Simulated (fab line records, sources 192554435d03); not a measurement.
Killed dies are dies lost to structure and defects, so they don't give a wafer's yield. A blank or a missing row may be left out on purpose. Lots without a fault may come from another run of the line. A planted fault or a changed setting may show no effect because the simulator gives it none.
Which tool did it? | flow n5_finfet | 24 lots, 72 wafers sampled, at 6 steps of a route of 1938

WHAT THE GAUGES READ, wafer by wafer
N5_BEOL_M6_THK_MEAS_01.
lot  | measured     | on            | M6_ILD_THK (nm)
L074 | day 8 15:01  | film_metro-02 | 153.3 151.7 153.1
L075 | day 8 17:23  | film_metro-02 | 154.9 152.8 157.0
L076 | day 8 22:09  | film_metro-01 | 152.7 155.7 154.0
L078 | day 9 00:30  | film_metro-01 | 153.8 156.2 156.9
L077 | day 9 03:49  | film_metro-01 | 152.2 154.5 156.2
L079 | day 9 16:51  | film_metro-02 | 152.0 154.1 155.3
L080 | day 10 03:08 | film_metro-01 | 150.4 153.3 157.0
L081 | day 10 18:22 | film_metro-02 | 155.5 155.9 158.0
L084 | day 10 20:34 | film_metro-02 | 153.9 153.4 155.5
L082 | day 10 22:09 | film_metro-01 | 153.7 155.2 156.6
L083 | day 10 22:42 | film_metro-02 | 153.7 156.2 153.0
L085 | day 11 03:31 | film_metro-02 | 152.6 154.6 156.8
L086 | day 11 09:16 | film_metro-01 | 154.8 155.0 154.5
L087 | day 11 03:56 | film_metro-01 | 151.8 154.4 154.1
L089 | day 12 10:16 | film_metro-02 | 154.7 154.2 156.7
L088 | day 12 10:20 | film_metro-02 | 152.3 153.7 155.7
L090 | day 12 14:08 | film_metro-01 | 156.7 156.6 154.9
L091 | day 12 18:52 | film_metro-01 | 153.5 154.9 157.5
L092 | day 12 19:08 | film_metro-02 | 155.4 154.7 157.2
L093 | day 13 07:02 | film_metro-01 | 154.1 154.9 157.2
L095 | day 13 11:36 | film_metro-01 | 155.0 157.3 153.9
L094 | day 13 20:58 | film_metro-01 | 152.0 153.5 156.8
L097 | day 14 05:16 | film_metro-02 | 158.1 156.8 153.8
L096 | day 14 19:11 | film_metro-02 | 152.4 154.9 157.4

WHICH TOOL RAN EACH LOT (tool, then ch and the chambers of the sampled wafers, then the start)
lot  | N5_BEOL_M5_ETCH_62                 | N5_BEOL_M5_STRIP_64                | N5_BEOL_M5_DESCUM_33               | N5_BEOL_M5_PRE_CLEAN_45      | N5_BEOL_M5_ANNEAL_49
L074 | rie_diel-04 ch 0,2,3, day 8 04:22  | rie_diel-04 ch 0,2,3, day 8 04:30  | rie_diel-01 ch 0,1,3, day 8 05:21  | pvd_sputter-02, day 8 06:41  | pvd_sputter-03, day 8 09:01
L075 | rie_diel-04 ch 0,2,3, day 8 07:06  | rie_diel-04 ch 0,2,3, day 8 07:14  | rie_diel-04 ch 0,1,3, day 8 08:46  | pvd_sputter-01, day 8 10:04  | pvd_sputter-01, day 8 10:58
L076 | rie_diel-04 ch 1,2,3, day 8 10:38  | rie_diel-04 ch 1,2,3, day 8 10:46  | rie_diel-01 ch 0,1,3, day 8 13:25  | pvd_sputter-03, day 8 14:42  | pvd_sputter-01, day 8 16:10
L078 | rie_diel-04 ch 1,3, day 8 14:35    | rie_diel-04 ch 1,3, day 8 14:43    | rie_diel-01 ch 0,3, day 8 15:51    | pvd_sputter-02, day 8 17:17  | pvd_sputter-02, day 8 18:17
L077 | rie_diel-04 ch 1,2, day 8 17:52    | rie_diel-04 ch 1,2, day 8 17:59    | rie_diel-01 ch 0,1, day 8 20:06    | pvd_sputter-01, day 8 21:05  | pvd_sputter-01, day 8 21:51
L079 | rie_diel-03 ch 0,3, day 9 07:25    | rie_diel-03 ch 0,3, day 9 07:33    | rie_diel-04 ch 0,2, day 9 08:36    | pvd_sputter-01, day 9 09:37  | pvd_sputter-02, day 9 10:52
L080 | rie_diel-03 ch 0,1,2, day 9 16:37  | rie_diel-03 ch 0,1,2, day 9 16:45  | rie_diel-03 ch 0,1,3, day 9 19:14  | pvd_sputter-02, day 9 20:14  | pvd_sputter-02, day 9 21:10
L081 | rie_diel-03 ch 1,2,3, day 10 08:06 | rie_diel-03 ch 1,2,3, day 10 08:13 | rie_diel-04 ch 1,2, day 10 09:41   | pvd_sputter-01, day 10 11:11 | pvd_sputter-03, day 10 11:55
L084 | rie_diel-04 ch 0,1,2, day 10 10:25 | rie_diel-04 ch 0,1,2, day 10 10:32 | rie_diel-01 ch 0,1, day 10 12:13   | pvd_sputter-02, day 10 13:48 | pvd_sputter-01, day 10 14:36
L082 | rie_diel-01 ch 0,1,3, day 10 10:53 | rie_diel-01 ch 0,1,3, day 10 11:01 | rie_diel-03 ch 1,3, day 10 13:55   | pvd_sputter-02, day 10 15:11 | pvd_sputter-02, day 10 15:54
L083 | rie_diel-03 ch 1,3, day 10 12:43   | rie_diel-03 ch 1,3, day 10 12:50   | rie_diel-01 ch 1,2,3, day 10 14:23 | pvd_sputter-02, day 10 15:40 | pvd_sputter-03, day 10 16:37
L085 | rie_diel-01 ch 2,3, day 10 15:09   | rie_diel-01 ch 2,3, day 10 15:16   | rie_diel-01 ch 0,1,3, day 10 19:37 | pvd_sputter-01, day 10 20:50 | pvd_sputter-02, day 10 21:32
L086 | rie_diel-03 ch 1,2,3, day 10 16:57 | rie_diel-03 ch 1,2,3, day 10 17:04 | rie_diel-01 ch 1,2,3, day 10 20:44 | pvd_sputter-01, day 11 02:14 | pvd_sputter-03, day 11 03:01
L087 | rie_diel-01 ch 1,2,3, day 10 17:26 | rie_diel-01 ch 1,2,3, day 10 17:34 | rie_diel-03 ch 2,3, day 10 19:54   | pvd_sputter-01, day 10 20:55 | pvd_sputter-01, day 10 21:46
L089 | rie_diel-01 ch 2,3, day 12 00:03   | rie_diel-01 ch 2,3, day 12 00:11   | rie_diel-01 ch 0,1,2, day 12 01:59 | pvd_sputter-03, day 12 03:15 | pvd_sputter-02, day 12 03:52
L088 | rie_diel-04 ch 0,1,3, day 12 00:34 | rie_diel-04 ch 0,1,3, day 12 00:42 | rie_diel-03 ch 1,2, day 12 02:15   | pvd_sputter-01, day 12 03:31 | pvd_sputter-01, day 12 04:07
L090 | rie_diel-03 ch 0,1,2, day 12 04:07 | rie_diel-03 ch 0,1,2, day 12 04:15 | rie_diel-03 ch 0,2,3, day 12 05:17 | pvd_sputter-03, day 12 07:11 | pvd_sputter-03, day 12 08:09
L091 | rie_diel-04 ch 0,1,3, day 12 07:21 | rie_diel-04 ch 0,1,3, day 12 07:28 | rie_diel-01 ch 1,2,3, day 12 10:38 | pvd_sputter-02, day 12 12:06 | pvd_sputter-02, day 12 12:53
L092 | rie_diel-01 ch 0,1,3, day 12 08:55 | rie_diel-01 ch 0,1,3, day 12 09:02 | rie_diel-03 ch 0,1,3, day 12 11:07 | pvd_sputter-01, day 12 12:14 | pvd_sputter-03, day 12 13:02
L093 | rie_diel-03 ch 1,2, day 12 21:23   | rie_diel-03 ch 1,2, day 12 21:31   | rie_diel-01 ch 1,2,3, day 12 23:04 | pvd_sputter-02, day 13 00:23 | pvd_sputter-03, day 13 01:05
L095 | rie_diel-03 ch 0,1, day 13 02:08   | rie_diel-03 ch 0,1, day 13 02:16   | rie_diel-04 ch 0,2, day 13 03:14   | pvd_sputter-01, day 13 04:12 | pvd_sputter-03, day 13 05:31
L094 | rie_diel-04 ch 1,2, day 13 10:53   | rie_diel-04 ch 1,2, day 13 11:01   | rie_diel-01 ch 0,2,3, day 13 12:26 | pvd_sputter-01, day 13 13:56 | pvd_sputter-02, day 13 14:36
L097 | rie_diel-01 ch 0,2,3, day 13 20:02 | rie_diel-01 ch 0,2,3, day 13 20:10 | rie_diel-01 ch 0,2,3, day 13 21:32 | pvd_sputter-02, day 13 22:35 | pvd_sputter-02, day 13 23:17
L096 | rie_diel-01 ch 0,3, day 14 03:02   | rie_diel-01 ch 0,3, day 14 03:10   | rie_diel-03 ch 1,2,3, day 14 05:43 | pvd_sputter-01, day 14 06:42 | pvd_sputter-01, day 14 07:24
- N5_BEOL_M5_ETCH_62: etches SOC in N2/H2, target depth 75 nm, overetch 15 nm, time 112.5 s.
- N5_BEOL_M5_STRIP_64: strips in CF4.
- N5_BEOL_M5_DESCUM_33: chemistry O2, time 7 s.
- N5_BEOL_M5_PRE_CLEAN_45: time 30 s.
- N5_BEOL_M5_ANNEAL_49: time 1800 s.

WHAT THE TOOLS THEMSELVES READ (means of the sampled wafers that have a number; where no wafer has one, the mark that the record gives instead)
N5_BEOL_M5_ETCH_62.
lot  | tool        | drypump_motor_current_A (A) | n2_flow_sccm (sccm) | oes_product_au (a.u.) | rf_vpp_V (V) | showerhead_plenum_p_Torr (Torr) | throttle_valve_pct (%)
L074 | rie_diel-04 | 6.0                         | 200.0               | 0.55                  | 524.3        | 2.54                            | 17.94
L075 | rie_diel-04 | 6.0                         | 199.8               | 0.55                  | 524.2        | 2.54                            | 17.96
L076 | rie_diel-04 | 6.0                         | 199.7               | 0.59                  | 523.0        | 2.50                            | 17.79
L078 | rie_diel-04 | 6.2                         | 199.8               | 0.59                  | 520.3        | 2.43                            | 17.77
L077 | rie_diel-04 | 5.7                         | 200.3               | 0.58                  | 524.1        | 2.56                            | 17.85
L079 | rie_diel-03 | 5.1                         | 199.4               | 0.59                  | 520.5        | 2.43                            | 18.02
L080 | rie_diel-03 | 5.5                         | 199.5               | 0.63                  | 524.3        | 2.55                            | 17.95
L081 | rie_diel-03 | 5.3                         | 200.0               | 0.66                  | 525.5        | 2.57                            | 17.92
L084 | rie_diel-04 | 5.8                         | 199.8               | 0.57                  | 524.9        | 2.56                            | 17.87
L082 | rie_diel-01 | 5.5                         | 199.6               | 0.67                  | 526.9        | 2.65                            | 17.65
L083 | rie_diel-03 | 5.1                         | 199.8               | 0.66                  | 522.5        | 2.50                            | 17.88
L085 | rie_diel-01 | 5.5                         | 200.0               | 0.73                  | 522.8        | 2.53                            | 17.67
L086 | rie_diel-03 | 5.3                         | 199.9               | 0.65                  | 524.7        | 2.57                            | 17.92
L087 | rie_diel-01 | 5.7                         | 200.0               | 0.70                  | 525.8        | 2.59                            | 17.56
L089 | rie_diel-01 | 5.5                         | 200.0               | 0.68                  | 523.7        | 2.55                            | 17.71
L088 | rie_diel-04 | 6.0                         | 200.3               | 0.65                  | 522.2        | 2.49                            | 17.69
L090 | rie_diel-03 | 5.5                         | 200.1               | 0.67                  | 527.7        | 2.65                            | 17.83
L091 | rie_diel-04 | 6.0                         | 199.1               | 0.64                  | 522.3        | 2.49                            | 17.69
L092 | rie_diel-01 | 5.5                         | 199.9               | 0.65                  | 526.6        | 2.64                            | 17.68
L093 | rie_diel-03 | 5.8                         | 200.1               | 0.64                  | 525.5        | 2.59                            | 17.85
L095 | rie_diel-03 | 5.7                         | 200.7               | 0.67                  | 525.7        | 2.61                            | 17.71
L094 | rie_diel-04 | 5.7                         | 200.4               | 0.71                  | 523.4        | 2.55                            | 17.59
L097 | rie_diel-01 | 5.3                         | 200.0               | 0.66                  | 524.4        | 2.58                            | 17.80
L096 | rie_diel-01 | 5.2                         | 199.6               | 0.64                  | 527.5        | 2.64                            | 17.90

N5_BEOL_M5_STRIP_64.
lot  | tool        | drypump_motor_current_A (A) | oes_product_au (a.u.) | rf_vpp_V (V) | showerhead_plenum_p_Torr (Torr) | throttle_valve_pct (%)
L074 | rie_diel-04 | 6.0                         | 0.69                  | 270.5        | 1.80                            | 13.82
L075 | rie_diel-04 | 6.0                         | 0.69                  | 271.1        | 1.80                            | 13.83
L076 | rie_diel-04 | 6.0                         | 0.74                  | 272.1        | 1.77                            | 13.61
L078 | rie_diel-04 | 6.2                         | 0.74                  | 268.8        | 1.72                            | 13.58
L077 | rie_diel-04 | 5.8                         | 0.73                  | 271.5        | 1.81                            | 13.67
L079 | rie_diel-03 | 5.1                         | 0.73                  | 269.0        | 1.72                            | 13.86
L080 | rie_diel-03 | 5.5                         | 0.78                  | 271.0        | 1.80                            | 13.71
L081 | rie_diel-03 | 5.3                         | 0.83                  | 271.7        | 1.81                            | 13.64
L084 | rie_diel-04 | 5.8                         | 0.71                  | 271.6        | 1.81                            | 13.72
L082 | rie_diel-01 | 5.5                         | 0.84                  | 273.0        | 1.87                            | 13.36
L083 | rie_diel-03 | 5.2                         | 0.83                  | 270.0        | 1.77                            | 13.61
L085 | rie_diel-01 | 5.5                         | 0.91                  | 271.2        | 1.79                            | 13.33
L086 | rie_diel-03 | 5.3                         | 0.82                  | 271.7        | 1.81                            | 13.64
L087 | rie_diel-01 | 5.7                         | 0.87                  | 271.9        | 1.83                            | 13.30
L089 | rie_diel-01 | 5.4                         | 0.84                  | 270.3        | 1.79                            | 13.44
L088 | rie_diel-04 | 6.0                         | 0.81                  | 270.6        | 1.77                            | 13.48
L090 | rie_diel-03 | 5.5                         | 0.83                  | 273.0        | 1.87                            | 13.58
L091 | rie_diel-04 | 6.0                         | 0.81                  | 269.7        | 1.76                            | 13.50
L092 | rie_diel-01 | 5.5                         | 0.81                  | 273.5        | 1.86                            | 13.40
L093 | rie_diel-03 | 5.7                         | 0.80                  | 272.9        | 1.83                            | 13.61
L095 | rie_diel-03 | 5.7                         | 0.83                  | 273.4        | 1.84                            | 13.48
L094 | rie_diel-04 | 5.8                         | 0.89                  | 271.9        | 1.80                            | 13.34
L097 | rie_diel-01 | 5.3                         | 0.83                  | 272.0        | 1.82                            | 13.47
L096 | rie_diel-01 | 5.2                         | 0.79                  | 272.3        | 1.86                            | 13.54

N5_BEOL_M5_DESCUM_33.
lot  | tool        | drypump_motor_current_A (A) | oes_product_au (a.u.) | rf_vpp_V (V) | showerhead_plenum_p_Torr (Torr) | throttle_valve_pct (%)
L074 | rie_diel-01 | 5.5                         | 0.88                  | 244.2        | 2.20                            | 20.26
L075 | rie_diel-04 | 6.0                         | 0.74                  | 242.6        | 2.06                            | 20.41
L076 | rie_diel-01 | 5.5                         | 0.87                  | 244.1        | 2.20                            | 20.28
L078 | rie_diel-01 | 5.2                         | 0.87                  | 244.1        | 2.20                            | 20.44
L077 | rie_diel-01 | 5.3                         | 0.87                  | 245.4        | 2.23                            | 20.31
L079 | rie_diel-04 | 5.8                         | 0.67                  | 244.3        | 2.14                            | 20.61
L080 | rie_diel-03 | 5.3                         | 0.79                  | 243.6        | 2.05                            | 20.57
L081 | rie_diel-04 | 5.7                         | 0.77                  | 241.9        | 2.07                            | 20.35
L084 | rie_diel-01 | 5.3                         | 0.85                  | 244.5        | 2.22                            | 20.33
L082 | rie_diel-03 | 5.2                         | 0.83                  | 242.4        | 2.06                            | 20.54
L083 | rie_diel-01 | 5.6                         | 0.89                  | 242.8        | 2.13                            | 20.20
L085 | rie_diel-01 | 5.5                         | 0.84                  | 244.8        | 2.19                            | 20.31
L086 | rie_diel-01 | 5.6                         | 0.88                  | 243.4        | 2.13                            | 20.21
L087 | rie_diel-03 | 5.0                         | 0.82                  | 243.1        | 2.09                            | 20.68
L089 | rie_diel-01 | 5.5                         | 0.87                  | 243.8        | 2.16                            | 20.26
L088 | rie_diel-03 | 5.6                         | 0.81                  | 244.1        | 2.17                            | 20.65
L090 | rie_diel-03 | 5.1                         | 0.84                  | 244.6        | 2.15                            | 20.60
L091 | rie_diel-01 | 5.6                         | 0.86                  | 244.0        | 2.13                            | 20.23
L092 | rie_diel-03 | 5.3                         | 0.85                  | 243.8        | 2.12                            | 20.47
L093 | rie_diel-01 | 5.6                         | 0.85                  | 243.5        | 2.13                            | 20.23
L095 | rie_diel-04 | 5.8                         | 0.95                  | 242.9        | 2.14                            | 20.29
L094 | rie_diel-01 | 5.4                         | 0.85                  | 244.1        | 2.12                            | 20.39
L097 | rie_diel-01 | 5.3                         | 0.85                  | 242.8        | 2.12                            | 20.40
L096 | rie_diel-03 | 5.3                         | 0.79                  | 243.8        | 2.11                            | 20.63

N5_BEOL_M5_PRE_CLEAN_45.
lot  | tool           | heater_power_w (W)
L074 | pvd_sputter-02 | 324
L075 | pvd_sputter-01 | 319
L076 | pvd_sputter-03 | 348
L078 | pvd_sputter-02 | 296
L077 | pvd_sputter-01 | 361
L079 | pvd_sputter-01 | 339
L080 | pvd_sputter-02 | 289
L081 | pvd_sputter-01 | 372
L084 | pvd_sputter-02 | 317
L082 | pvd_sputter-02 | 326
L083 | pvd_sputter-02 | 295
L085 | pvd_sputter-01 | 351
L086 | pvd_sputter-01 | 339
L087 | pvd_sputter-01 | 328
L089 | pvd_sputter-03 | 338
L088 | pvd_sputter-01 | 357
L090 | pvd_sputter-03 | 347
L091 | pvd_sputter-02 | 295
L092 | pvd_sputter-01 | 354
L093 | pvd_sputter-02 | 321
L095 | pvd_sputter-01 | 332
L094 | pvd_sputter-01 | 337
L097 | pvd_sputter-02 | 298
L096 | pvd_sputter-01 | 375

N5_BEOL_M5_ANNEAL_49.
lot  | tool           | heater_power_w (W)
L074 | pvd_sputter-03 | 802
L075 | pvd_sputter-01 | 839
L076 | pvd_sputter-01 | 881
L078 | pvd_sputter-02 | 745
L077 | pvd_sputter-01 | 888
L079 | pvd_sputter-02 | 767
L080 | pvd_sputter-02 | 750
L081 | pvd_sputter-03 | 854
L084 | pvd_sputter-01 | 894
L082 | pvd_sputter-02 | 754
L083 | pvd_sputter-03 | 727
L085 | pvd_sputter-02 | 902
L086 | pvd_sputter-03 | 788
L087 | pvd_sputter-01 | 844
L089 | pvd_sputter-02 | 789
L088 | pvd_sputter-01 | 886
L090 | pvd_sputter-03 | 792
L091 | pvd_sputter-02 | 807
L092 | pvd_sputter-03 | 804
L093 | pvd_sputter-03 | 807
L095 | pvd_sputter-03 | 728
L094 | pvd_sputter-02 | 757
L097 | pvd_sputter-02 | 810
L096 | pvd_sputter-01 | 837

THE ANSWER, worked out from the rows above alone
Rule: what is usual is taken from the lots themselves. Put in order of their means at a reading, lots are off if they are a third of the lots or fewer, leave a main group of 4 or more, and stand apart from it by a gap of 3 or more times the standard deviation of the main group's means; of several such gaps the widest counts. A main group whose means are all the same, to the digits that the tables above print for the reading, isn't used. A lot without any number at a reading at which 4 lots or more have one is off too. The other lots that the step has rows for count as sound. The gauges are gone through in route order, then the tools' own readings, and for those a lot's mean is taken as printed above. The first step at which some lot is off is used, and at that step the reading that is off furthest; a lot without a number counts as furthest.
No lot is off at any reading shown: from this, nothing can be told.

WHAT THE SIMULATOR HAD PUT IN
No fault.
